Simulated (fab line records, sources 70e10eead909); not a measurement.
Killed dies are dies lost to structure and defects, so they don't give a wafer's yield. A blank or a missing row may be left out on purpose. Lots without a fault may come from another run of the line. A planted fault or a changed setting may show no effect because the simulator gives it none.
A struck lot beside a sound one | flow nand_harc | 15 steps out of a route of 1302
Sound: wafers L950.2, L950.5, L950.6. Struck: wafer L958.5. (L958.1, L958.2 of the same lot were not struck and are left out.) The cause comes at the end.
At each step with rows: each side's tool, then ch and its chambers, then its first start. Under that, the readings that differ: sound wafers | struck wafers | difference of the means | sigmas: that difference in standard deviations of wafers without a fault.
alike: readings whose means differ by less than 2 such deviations, and words and numbers that are the same on both sides. not compared: withheld readings, readings that some wafer has no value for, bounds like >300 that may hide the same value, and numbers for which the record gives no deviation and whose values overlap.
The two part at a step that has a row with sigmas, a row that says differs or no value, or rows on one side only. Numbers that don't overlap but have no deviation are shown without sigmas and don't part them. A reading that every wafer of one side lacks parts them only if that side has two wafers or more.

first, 4 steps without rows for these wafers: NHARC_P_CONTACT_EBR_08; NHARC_P_CONTACT_EXPOSE_09 (exposes mask P CA, target cd 90 nm); NHARC_P_CONTACT_PEB_10 (peb time 65 s); NHARC_P_CONTACT_DEVELOP_11 (develop time 35 s).
NHARC_P_CONTACT_CD_MEAS_12: target cd 90 nm.
  sound on cd_sem-03 ch 0, day 7 12:31; struck on cd_sem-01 ch 0, day 10 18:16
  alike: cd_nm
NHARC_P_CONTACT_OVL_MEAS_13:
  sound on overlay-01, day 7 12:36; struck on overlay-02, day 10 18:22
  alike: overlay_x_nm, overlay_y_nm
NHARC_P_CONTACT_INSPECT_14:
  sound on defect_inspect-01, day 7 12:38; struck on defect_inspect-01, day 10 18:24
  alike: raw_defect_count
NHARC_P_CONTACT_DESCUM_17: chemistry O2, time 3 s.
  sound on rie_diel-11 ch 0,1,2, day 7 12:44; struck on rie_diel-11 ch 3, day 10 18:28
  reading                         | sound          | struck | difference | sigmas
  showerhead_plenum_p_Torr (Torr) | 2.02 2.02 2.00 | 1.84   | -0.17      | -2
  alike: drypump_motor_current_A, oes_product_au, rf_vpp_V, throttle_valve_pct
  not compared: rf_hours_counter_h
NHARC_P_CONTACT_ETCH_35: etches the open film in CF4, target depth 39 nm, time 65 s.
  sound on rie_diel-11 ch 0,1,3, day 7 12:48; struck on rie_diel-11 ch 1, day 10 18:33
  alike: cf4_flow_sccm, drypump_motor_current_A, oes_product_au, rf_vpp_V, showerhead_plenum_p_Torr, throttle_valve_pct
  not compared: rf_hours_counter_h
NHARC_P_CONTACT_ETCH_36: etches the open film in N2/H2, target depth 260 nm, time 406.25 s.
  sound on rie_diel-11 ch 0,1,3; struck on rie_diel-11 ch 1
  reading               | sound             | struck | difference | sigmas
  oes_product_au (a.u.) | 0.995 0.996 0.984 | 1.009  | +0.017     | +2
  alike: drypump_motor_current_A, rf_vpp_V, showerhead_plenum_p_Torr, throttle_valve_pct
  not compared: rf_hours_counter_h
NHARC_P_CONTACT_ETCH_18: etches the open film in C4F8/O2/Ar, target depth 481 nm, time 240.5 s.
  sound on rie_diel-11 ch 0,1,2; struck on rie_diel-11 ch 1
  reading               | sound             | struck | difference | sigmas
  oes_product_au (a.u.) | 0.975 0.979 0.965 | 0.928  | -0.045     | -2
  alike: rf_vpp_V
  not compared: rf_hours_counter_h
then, 1 step without rows for these wafers: NHARC_P_CONTACT_STRIP_37 (strips in C4F8/O2/Ar).
NHARC_P_CONTACT_ETCH_31: etches the open film in CH3F/O2, target depth 30 nm, time 85.7 s.
  sound on rie_diel-11 ch 1,2, day 7 13:27; struck on rie_diel-11 ch 2, day 10 19:13
  reading               | sound             | struck | difference | sigmas
  oes_product_au (a.u.) | 0.981 0.984 0.982 | 0.682  | -0.300     | -25
  alike: drypump_motor_current_A, rf_vpp_V, showerhead_plenum_p_Torr, throttle_valve_pct
  not compared: rf_hours_counter_h
NHARC_P_CONTACT_CD_MEAS_19:
  sound on cd_sem-01, day 7 13:34; struck on cd_sem-03, day 10 19:20
  alike: cd_nm
-- the record jumps here: 19 days lie between the struck wafers' starts before and after (it left off in module P_CONTACT and takes up again in module END, whose first step shown is number 1302 of the route) --
NHARC_END_SORT_01:
  sound on prober-02 ch 0, day 26 06:01; struck on prober-02 ch 0, day 29 22:48
  alike: killed_at_array, killed_at_other, killed_at_periphery, killed_dies, killed_open, killed_short

WHERE THEY PART
First at NHARC_P_CONTACT_DESCUM_17; last, within this record, at NHARC_P_CONTACT_ETCH_31. Later steps at which nothing parts them and some readings are alike: NHARC_P_CONTACT_CD_MEAS_19, NHARC_END_SORT_01.

WHY: what the simulator had put in
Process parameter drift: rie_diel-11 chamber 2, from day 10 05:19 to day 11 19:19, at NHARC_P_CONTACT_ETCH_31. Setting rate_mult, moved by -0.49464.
